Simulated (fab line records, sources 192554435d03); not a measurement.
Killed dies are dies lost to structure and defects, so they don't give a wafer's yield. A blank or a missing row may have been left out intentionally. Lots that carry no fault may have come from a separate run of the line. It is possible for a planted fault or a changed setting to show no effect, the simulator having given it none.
Chamber matching :: flow n5-finfet :: N5_BEOL_M10_ETCH_65 on rie-diel-04 has 4 sister chambers
The step etches SiARC in CF4, target depth 39 nm, time 65 s. 16 wafers are shown with their chamber, then 8 later ones without.

WAFERS WITH THEIR CHAMBER
wafer: L075.3
chamber: 1
showerhead-plenum-p-Torr (Torr): 2.05
drypump-motor-current-A (A): 4.9
throttle-valve-pct (%): 15.92

wafer: L075.5
chamber: 3
showerhead-plenum-p-Torr (Torr): 2.27
drypump-motor-current-A (A): 5.3
throttle-valve-pct (%): 15.26

wafer: L075.6
chamber: 2
showerhead-plenum-p-Torr (Torr): 2.03
drypump-motor-current-A (A): 6.2
throttle-valve-pct (%): 15.98

wafer: L077.3
chamber: 0
showerhead-plenum-p-Torr (Torr): 2.15
drypump-motor-current-A (A): 5.5
throttle-valve-pct (%): 15.09

wafer: L077.4
chamber: 1
showerhead-plenum-p-Torr (Torr): 2.05
drypump-motor-current-A (A): 4.9
throttle-valve-pct (%): 15.90

wafer: L077.6
chamber: 0
showerhead-plenum-p-Torr (Torr): 2.15
drypump-motor-current-A (A): 5.5
throttle-valve-pct (%): 15.06

wafer: L079.4
chamber: 2
showerhead-plenum-p-Torr (Torr): 2.02
drypump-motor-current-A (A): 6.2
throttle-valve-pct (%): 16.01

wafer: L079.5
chamber: 2
showerhead-plenum-p-Torr (Torr): 2.02
drypump-motor-current-A (A): 6.1
throttle-valve-pct (%): 16.00

wafer: L079.6
chamber: 1
showerhead-plenum-p-Torr (Torr): 2.05
drypump-motor-current-A (A): 4.9
throttle-valve-pct (%): 15.92

wafer: L083.4
chamber: 3
showerhead-plenum-p-Torr (Torr): 2.26
drypump-motor-current-A (A): 5.3
throttle-valve-pct (%): 15.27

wafer: L083.5
chamber: 2
showerhead-plenum-p-Torr (Torr): 2.02
drypump-motor-current-A (A): 6.1
throttle-valve-pct (%): 16.01

wafer: L083.6
chamber: 1
showerhead-plenum-p-Torr (Torr): 2.05
drypump-motor-current-A (A): 4.9
throttle-valve-pct (%): 15.91

wafer: L082.1
chamber: 3
showerhead-plenum-p-Torr (Torr): 2.26
drypump-motor-current-A (A): 5.3
throttle-valve-pct (%): 15.30

wafer: L082.4
chamber: 3
showerhead-plenum-p-Torr (Torr): 2.26
drypump-motor-current-A (A): 5.3
throttle-valve-pct (%): 15.29

wafer: L082.6
chamber: 0
showerhead-plenum-p-Torr (Torr): 2.15
drypump-motor-current-A (A): 5.5
throttle-valve-pct (%): 15.13

wafer: L085.1
chamber: 3
showerhead-plenum-p-Torr (Torr): 2.26
drypump-motor-current-A (A): 5.3
throttle-valve-pct (%): 15.30

SIGNATURES (averages over the wafers above)
reading: showerhead-plenum-p-Torr
chamber 0: 2.1500
chamber 1: 2.0500
chamber 2: 2.0225
chamber 3: 2.2620
scatter within a chamber: 0.00359

reading: drypump-motor-current-A
chamber 0: 5.500
chamber 1: 4.900
chamber 2: 6.150
chamber 3: 5.300
scatter within a chamber: 0.0289

reading: throttle-valve-pct
chamber 0: 15.0933
chamber 1: 15.9125
chamber 2: 16.0000
chamber 3: 15.2840
scatter within a chamber: 0.0197
Rule: distance of a wafer from a chamber = root of the sum over the readings of ((wafer's reading minus chamber's mean) / reading's scatter) squared. The wafer belongs to the nearest chamber; if the next one is less than 2 further off, it can't be placed. How the scatter is found: for the shown wafers, subtract from each reading the mean of its chamber, square and add these, divide the total by (wafers less chambers), then take the root.

WAFERS WITHOUT THEIR CHAMBER
wafer: L085.4
showerhead-plenum-p-Torr (Torr): 2.15
drypump-motor-current-A (A): 5.5
throttle-valve-pct (%): 15.12

wafer: L085.5
showerhead-plenum-p-Torr (Torr): 2.26
drypump-motor-current-A (A): 5.3
throttle-valve-pct (%): 15.29

wafer: L089.2
showerhead-plenum-p-Torr (Torr): 2.26
drypump-motor-current-A (A): 5.3
throttle-valve-pct (%): 15.33

wafer: L089.4
showerhead-plenum-p-Torr (Torr): 2.27
drypump-motor-current-A (A): 6.1
throttle-valve-pct (%): 15.52

wafer: L089.5
showerhead-plenum-p-Torr (Torr): 2.26
drypump-motor-current-A (A): 5.3
throttle-valve-pct (%): 15.33

wafer: L093.1
showerhead-plenum-p-Torr (Torr): 2.14
drypump-motor-current-A (A): 5.5
throttle-valve-pct (%): 15.15

wafer: L093.2
showerhead-plenum-p-Torr (Torr): 2.25
drypump-motor-current-A (A): 5.3
throttle-valve-pct (%): 15.34

wafer: L093.3
showerhead-plenum-p-Torr (Torr): 2.27
drypump-motor-current-A (A): 6.1
throttle-valve-pct (%): 15.54

CHAMBER TAKEN BY EACH
wafer: L085.4
from the rows above: 0
in truth: 0

wafer: L085.5
from the rows above: 3
in truth: 3

wafer: L089.2
from the rows above: 3
in truth: 3

wafer: L089.4
from the rows above: 3
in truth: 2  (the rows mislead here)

wafer: L089.5
from the rows above: 3
in truth: 3

wafer: L093.1
from the rows above: 0
in truth: 0

wafer: L093.2
from the rows above: 3
in truth: 3

wafer: L093.3
from the rows above: 3
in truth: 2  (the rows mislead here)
Correct placement for 6 of the 8. Not placeable from these rows: 0. Placed wrongly: 2.
